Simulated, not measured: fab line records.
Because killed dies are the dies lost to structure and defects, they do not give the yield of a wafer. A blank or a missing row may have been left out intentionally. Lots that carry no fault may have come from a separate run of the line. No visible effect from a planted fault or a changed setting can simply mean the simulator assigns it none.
fab line records | flow nandHarc
record: lots: 13 | wafers: 39 | lastDay: 33
route steps=1302 shown P_ZERO_WELL@68 P_STI@84 P_GATE@111 END@1302
lots that met no fault: taken from a fault-free run of the same line
startH: the number of hours between the record's first day and the start of the first shown wafer of the lot | waitH: how many hours have passed since the lot's step before this one | " the same as in the row above | L1.1+2: one row covering several wafers at once | - no value, or no start given | * or withheld: withheld | < > ~ a bound
route shown NAME@n: names a module that has steps shown in the file, with the first one's number in the route | usual: average and standard deviation across the fault-free wafers | same: alike in all rows | chamber/n: place in a boat | sites: readings site by site | _std_site: their standard deviation | _edge_site: the outer-site mean with the inner-site mean subtracted | radiusMm: how far each site lies from the wafer's centre | mask NAME#n: copy n | behind: the last tool/chamber to shape the wafer | hold: the reason the lot was held/the length of the hold in hours/how it ended | device: the transistor (n, p or np) that didn't switch | end of line: the route-end tests of the same wafers | step lacking rows: just its recipe | killed: the dies lost at the first sort to structure and to defects; this is not the yield of the wafer | map: the dies of a wafer, with x for killed, . for not killed, _ for no die there
set.NAME: the setting the step ran with; set.NAME@STEP: the setting that earlier step ran with | model.NAME: the simulator's own value behind a step, which no gauge read
steps of the route over a sample of lots; a table a step, a row a wafer
services: a tool's chamber out of use, with start hour (startH, from the record's first day; less than 0 if before it), hours out, and reason
== steps ==
step: NHARC_P_ZERO_WELL_INSPECT_43
usual: rawDefectCount: 12/5.9
lot.wafer | tool             | chamber | startH | waitH | rawDefectCount
L645.1    | defectInspect-01 | -       | 27.89  | 0.6   | 4
L645.4    | "                | -       | "      | "     | 5
L645.6    | "                | -       | "      | "     | 6
L646.1    | defectInspect-01 | -       | 37.78  | 0.6   | 8
L646.2    | "                | -       | "      | "     | 4
L646.5    | "                | -       | "      | "     | 5
L647.1    | defectInspect-02 | -       | 47.81  | 0.6   | 6
L647.2    | "                | -       | "      | "     | 11
L647.3    | "                | -       | "      | "     | 12
L649.2    | defectInspect-01 | -       | 67.65  | 0.5   | 17
L649.5    | "                | -       | "      | "     | 16
L649.6    | "                | -       | "      | "     | 10
L652.2    | defectInspect-01 | -       | 97.56  | 0.5   | 8
L652.3    | "                | -       | "      | "     | 9
L652.6    | "                | -       | "      | "     | 13
L658.1    | defectInspect-02 | -       | 159.63 | 0.6   | 5
L658.3    | "                | -       | "      | "     | 6
L658.4    | "                | -       | "      | "     | 5
L661.1    | defectInspect-01 | -       | 187.88 | 0.6   | 16
L661.3    | "                | -       | "      | "     | 15
L661.4    | "                | -       | "      | "     | 17
L662.3    | defectInspect-02 | -       | 197.37 | 0.4   | 14
L662.5    | "                | -       | "      | "     | 22
L662.6    | "                | -       | "      | "     | 19
L663.1    | defectInspect-01 | -       | 207.44 | 0.6   | 7
L663.2    | "                | -       | "      | "     | 10
L663.5    | "                | -       | "      | "     | 10
L665.1    | defectInspect-01 | -       | 227.49 | 0.6   | 15
L665.2    | "                | -       | "      | "     | 12
L665.5    | "                | -       | "      | "     | 9
L666.1    | defectInspect-02 | -       | 237.49 | 0.6   | 10
L666.4    | "                | -       | "      | "     | 13
L666.5    | "                | -       | "      | "     | 25
L667.2    | defectInspect-01 | -       | 247.55 | 0.5   | 12
L667.3    | "                | -       | "      | "     | 9
L667.4    | "                | -       | "      | "     | 14
L668.1    | defectInspect-02 | -       | 257.62 | 0.6   | 20
L668.3    | "                | -       | "      | "     | 30
L668.6    | "                | -       | "      | "     | 27
step: NHARC_P_STI_OVL_MEAS_10
usual: overlayXNm: 1/6.9 | overlayYNm: 1/6.1
lot.wafer | tool       | chamber | startH | waitH | overlayXNm | overlayYNm
L645.1    | overlay-02 | -       | 46.43  | -     | -1         | -2
L645.4    | "          | -       | "      | "     | -1         | -2
L645.6    | "          | -       | "      | "     | -1         | -2
L646.1    | overlay-02 | -       | 54.33  | -     | -1         | 1
L646.2    | "          | -       | "      | "     | 0          | 2
L646.5    | "          | -       | "      | "     | 0          | 2
L647.1    | overlay-02 | -       | 63.16  | -     | 7          | -14
L647.2    | "          | -       | "      | "     | 7          | -15
L647.3    | "          | -       | "      | "     | 7          | -14
L649.2    | overlay-01 | -       | 86.93  | -     | 8          | 9
L649.5    | "          | -       | "      | "     | 9          | 9
L649.6    | "          | -       | "      | "     | 9          | 9
L652.2    | overlay-02 | -       | 118.17 | -     | 7          | 1
L652.3    | "          | -       | "      | "     | 7          | -1
L652.6    | "          | -       | "      | "     | 6          | 0
L658.1    | overlay-02 | -       | 177.40 | -     | 0          | 17
L658.3    | "          | -       | "      | "     | -1         | 17
L658.4    | "          | -       | "      | "     | -1         | 17
L661.1    | overlay-02 | -       | 204.74 | -     | -1         | -7
L661.3    | "          | -       | "      | "     | 0          | -6
L661.4    | "          | -       | "      | "     | 0          | -8
L662.3    | overlay-02 | -       | 212.17 | -     | 4          | 0
L662.5    | "          | -       | "      | "     | 5          | 0
L662.6    | "          | -       | "      | "     | 4          | 1
L663.1    | overlay-01 | -       | 226.00 | -     | -6         | 4
L663.2    | "          | -       | "      | "     | -7         | 3
L663.5    | "          | -       | "      | "     | -6         | 4
L665.1    | overlay-01 | -       | 248.05 | -     | 1          | 9
L665.2    | "          | -       | "      | "     | 2          | 9
L665.5    | "          | -       | "      | "     | 2          | 9
L666.1    | overlay-01 | -       | 258.42 | -     | 3          | 0
L666.4    | "          | -       | "      | "     | 3          | -1
L666.5    | "          | -       | "      | "     | 3          | 0
L667.2    | overlay-02 | -       | 265.08 | -     | -8         | -7
L667.3    | "          | -       | "      | "     | -8         | -7
L667.4    | "          | -       | "      | "     | -8         | -7
L668.1    | overlay-02 | -       | 272.86 | -     | -12        | 4
L668.3    | "          | -       | "      | "     | -11        | 5
L668.6    | "          | -       | "      | "     | -12        | 4
step: NHARC_P_GATE_PRECLEAN_70
recipe: timeS: * | tempC: 50 | bathAgeMin: 0 | chemistry: SC1
usual: nh4ohFlowMLMin: 28.30/0.11 | runLengthS: * | tempC: 50.00/0.13
lot.wafer | tool        | chamber | startH | waitH | nh4ohFlowMLMin | runLengthS | tempC
L645.4    | wetBench-07 | 7       | 84.54  | 0.1   | 28.33          | *          | 49.95
L645.6    | "           | 0       | "      | "     | 28.33          | *          | 49.91
L645.1    | "           | 2       | "      | "     | 28.27          | *          | 50.40
L646.5    | wetBench-09 | 1       | 84.55  | 0.0   | 28.33          | *          | 49.91
L646.2    | "           | 2       | "      | "     | 28.35          | *          | 49.79
L646.1    | "           | 3       | "      | "     | 28.29          | *          | 49.94
L647.3    | wetBench-05 | 4       | 99.79  | 0.1   | 28.42          | *          | 49.96
L647.2    | "           | 5       | "      | "     | 28.53          | *          | 49.95
L647.1    | "           | 6       | "      | "     | 28.38          | *          | 50.14
L649.6    | wetBench-05 | 2       | 114.66 | 0.1   | 28.11          | *          | 49.95
L649.2    | "           | 4       | "      | "     | 28.26          | *          | 49.89
L649.5    | "           | 6       | "      | "     | 28.17          | *          | 49.97
L652.2    | wetBench-05 | 0       | 142.58 | 0.1   | 28.16          | *          | 50.07
L652.3    | "           | 2       | "      | "     | 28.29          | *          | 50.07
L652.6    | "           | 3       | "      | "     | 28.46          | *          | 50.14
L658.3    | wetBench-05 | 4       | 215.41 | 0.1   | 28.43          | *          | 50.15
L658.1    | "           | 6       | "      | "     | 28.24          | *          | 49.98
L658.4    | "           | 1       | "      | "     | 28.14          | *          | 50.09
L661.3    | wetBench-05 | 0       | 236.45 | 0.1   | 28.21          | *          | 50.04
L661.4    | "           | 2       | "      | "     | 28.14          | *          | 49.95
L661.1    | "           | 4       | "      | "     | 28.28          | *          | 50.02
L662.5    | wetBench-09 | 7       | 247.61 | 0.1   | 28.45          | *          | 50.07
L662.6    | "           | 2       | "      | "     | 28.34          | *          | 50.11
L662.3    | "           | 3       | "      | "     | 28.24          | *          | 50.05
L663.2    | wetBench-09 | 0       | 262.60 | 0.1   | 28.09          | *          | 50.02
L663.1    | "           | 3       | "      | "     | 28.18          | *          | 49.98
L663.5    | "           | 4       | "      | "     | 28.38          | *          | 49.95
L665.1    | wetBench-07 | 7       | 276.13 | 0.1   | 28.24          | *          | 49.94
L665.5    | "           | 1       | "      | "     | 28.32          | *          | 50.24
L665.2    | "           | 2       | "      | "     | 28.42          | *          | 49.84
L666.5    | wetBench-05 | 4       | 287.11 | 0.1   | 28.42          | *          | 49.92
L666.4    | "           | 6       | "      | "     | 28.16          | *          | 49.96
L666.1    | "           | 7       | "      | "     | 28.14          | *          | 49.77
L667.2    | wetBench-05 | 0       | 293.85 | 0.1   | 28.32          | *          | 50.01
L667.4    | "           | 2       | "      | "     | 28.23          | *          | 50.14
L667.3    | "           | 3       | "      | "     | 28.30          | *          | 49.90
L668.6    | wetBench-05 | 0       | 298.58 | 0.1   | 28.38          | *          | 49.94
L668.1    | "           | 2       | "      | "     | 28.34          | *          | 49.97
L668.3    | "           | 5       | "      | "     | 28.28          | *          | 50.03
step: NHARC_P_GATE_HM_DEP_102
recipe: targetThkA: 1200 | tempC: 400 | material: aC
usual: throttleValvePct: 34.999/0.009
lot.wafer | tool      | chamber | startH | waitH | throttleValvePct
L645.1    | aclDep-03 | 0       | 105.97 | 0.8   | 34.985
L645.4    | "         | 0       | "      | "     | 34.999
L645.6    | "         | 0       | "      | "     | 34.990
L646.1    | aclDep-03 | 0       | 106.63 | 1.4   | 35.008
L646.2    | "         | 0       | "      | "     | 35.001
L646.5    | "         | 0       | "      | "     | 34.991
L647.1    | aclDep-02 | 0       | 125.35 | 5.1   | 34.997
L647.2    | "         | 0       | "      | "     | 35.013
L647.3    | "         | 0       | "      | "     | 34.992
L649.2    | aclDep-03 | 0       | 136.35 | 1.3   | 35.002
L649.5    | "         | 0       | "      | "     | 34.986
L649.6    | "         | 0       | "      | "     | 34.995
L652.2    | aclDep-02 | 0       | 164.10 | 0.5   | 34.993
L652.3    | "         | 0       | "      | "     | 34.990
L652.6    | "         | 0       | "      | "     | 34.993
L658.1    | aclDep-02 | 0       | 238.26 | 2.3   | 35.000
L658.3    | "         | 0       | "      | "     | 34.985
L658.4    | "         | 0       | "      | "     | 34.981
L661.1    | aclDep-01 | 0       | 257.11 | 0.4   | 34.991
L661.3    | "         | 0       | "      | "     | 35.006
L661.4    | "         | 0       | "      | "     | 34.997
L662.3    | aclDep-03 | 0       | 269.42 | 1.0   | 34.990
L662.5    | "         | 0       | "      | "     | 34.996
L662.6    | "         | 0       | "      | "     | 34.999
L663.1    | aclDep-02 | 0       | 287.77 | 1.2   | 35.001
L663.2    | "         | 0       | "      | "     | 34.991
L663.5    | "         | 0       | "      | "     | 35.006
L665.1    | aclDep-03 | 0       | 297.57 | 0.4   | 35.008
L665.2    | "         | 0       | "      | "     | 35.005
L665.5    | "         | 0       | "      | "     | 35.006
L666.1    | aclDep-01 | 0       | 312.99 | 5.1   | 34.995
L666.4    | "         | 0       | "      | "     | 34.987
L666.5    | "         | 0       | "      | "     | 34.984
L667.2    | aclDep-01 | 0       | 317.46 | 2.6   | 35.015
L667.3    | "         | 0       | "      | "     | 35.001
L667.4    | "         | 0       | "      | "     | 34.987
L668.1    | aclDep-01 | 0       | 321.72 | 2.7   | 34.991
L668.3    | "         | 0       | "      | "     | 35.002
L668.6    | "         | 0       | "      | "     | 34.979
step: NHARC_END_SORT_01
recipe: tempC: 25
usual: killedAtArray: 47/18 | killedAtOther: 0.9/1.1 | killedAtPeriphery: 4/3.1 | killedDies: 52/18 | killedOpen: 3.1/1.5 | killedShort: 2.4/1.5
same: grossDies: 677
lot.wafer | tool      | chamber | startH | waitH | killedAtArray | killedAtOther | killedAtPeriphery | killedDies | killedOpen | killedShort
L661.1    | prober-01 | 0       | 714.05 | 2.5   | 47            | 0             | 1                 | 48         | 4          | 3
L661.3    | prober-01 | 0       | 715.68 | 3.1   | 30            | 2             | 2                 | 34         | 1          | 2
L661.4    | prober-01 | 0       | 716.49 | 3.4   | 48            | 1             | 1                 | 50         | 3          | 2
killed by level:class
L661.1 A_CHANNEL_HOLE_D2:chamberFilmFlake=21 A_CHANNEL_HOLE_D1:chamberFilmFlake=9 A_SLIT:chamberFilmFlake=5 A_STAIRCASE:chamberFilmFlake=3 A_CHANNEL_FILL_D2:chamberFilmFlake=2 P_GATE:geometricParticle:open=1 A_ONON_D1:geometricParticle:open=1 A_ONON_D1:geometricParticle:short=1
L661.3 A_CHANNEL_HOLE_D2:chamberFilmFlake=14 A_STAIRCASE:chamberFilmFlake=5 A_CHANNEL_HOLE_D1:chamberFilmFlake=4 A_CHANNEL_FILL_D2:chamberFilmFlake=2 THIN_TSV:chamberFilmFlake=2 A_CONTACT:chamberFilmFlake=2 P_CONTACT:geometricParticle:short=1 A_CHANNEL_FILL_D2:geometricParticle:short=1
L661.4 A_CHANNEL_HOLE_D2:chamberFilmFlake=19 A_SLIT:chamberFilmFlake=7 A_CHANNEL_HOLE_D1:chamberFilmFlake=6 A_STAIRCASE:chamberFilmFlake=6 A_CHANNEL_FILL_D2:chamberFilmFlake=3 A_CONTACT:chamberFilmFlake=3 P_CONTACT:geometricParticle:open=1 A_DECK1_JOINT:geometricParticle:short=1
== services ==
tool        | chamber | startH | hours | kind
aclDep-02   | -       | 65.36  | 13.0  | pm
wetBench-05 | -       | 84.80  | 8.0   | pm
wetBench-05 | 0       | 92.80  | -     | consumableReplace:bath
wetBench-05 | 0       | 92.80  | -     | consumableReplace:filter
wetBench-05 | 1       | 92.80  | -     | consumableReplace:bath
wetBench-05 | 1       | 92.80  | -     | consumableReplace:filter
wetBench-05 | 2       | 92.80  | -     | consumableReplace:bath
wetBench-05 | 2       | 92.80  | -     | consumableReplace:filter
wetBench-05 | 3       | 92.80  | -     | consumableReplace:bath
wetBench-05 | 3       | 92.80  | -     | consumableReplace:filter
wetBench-05 | 4       | 92.80  | -     | consumableReplace:bath
wetBench-05 | 4       | 92.80  | -     | consumableReplace:filter
wetBench-05 | 5       | 92.80  | -     | consumableReplace:bath
wetBench-05 | 5       | 92.80  | -     | consumableReplace:filter
wetBench-05 | 6       | 92.80  | -     | consumableReplace:bath
wetBench-05 | 6       | 92.80  | -     | consumableReplace:filter
aclDep-03   | -       | 119.51 | 13.0  | pm
wetBench-07 | -       | 160.00 | 8.0   | pm
wetBench-09 | -       | 176.80 | 8.0   | pm
aclDep-01   | -       | 189.59 | 13.0  | pm
wetBench-05 | -       | 230.84 | 3.8   | repair
aclDep-02   | -       | 246.87 | 13.0  | pm
wetBench-05 | -       | 260.80 | 8.0   | pm
aclDep-03   | -       | 300.51 | 13.0  | pm
== key ==
firstSign: step: NHARC_P_GATE_PRECLEAN_70 | reading: runLengthS | direction: down | sigmas: 26 | usual: * | struck: *
effect none on later readings
metAt NHARC_P_GATE_PRECLEAN_70
struckLots L658,L661
struckWafers L658.3,L661.1
testerLeftOut L658,L661
notActingAt NHARC_P_ZERO_WELL_INSPECT_43,NHARC_P_STI_OVL_MEAS_10,NHARC_P_GATE_HM_DEP_102
onsetBetween 114.66 215.41
fault: kind: processParameterDrift | tool: wetBench-05 | chamber: 4 | onsetH: 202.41 | steps: NHARC_P_GATE_PRECLEAN_70 | channel: timeS | offset: * | shape: step | endH: 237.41 | actsIn: * | stated: *
testerLeftOut: of these lots the tester's yield and bins aren't shown, on N5 and GAA mostly nor the transistor test; their killed dies are dies lost to structure and defects alone, not to doping, threshold or leakage, so they don't give the yield
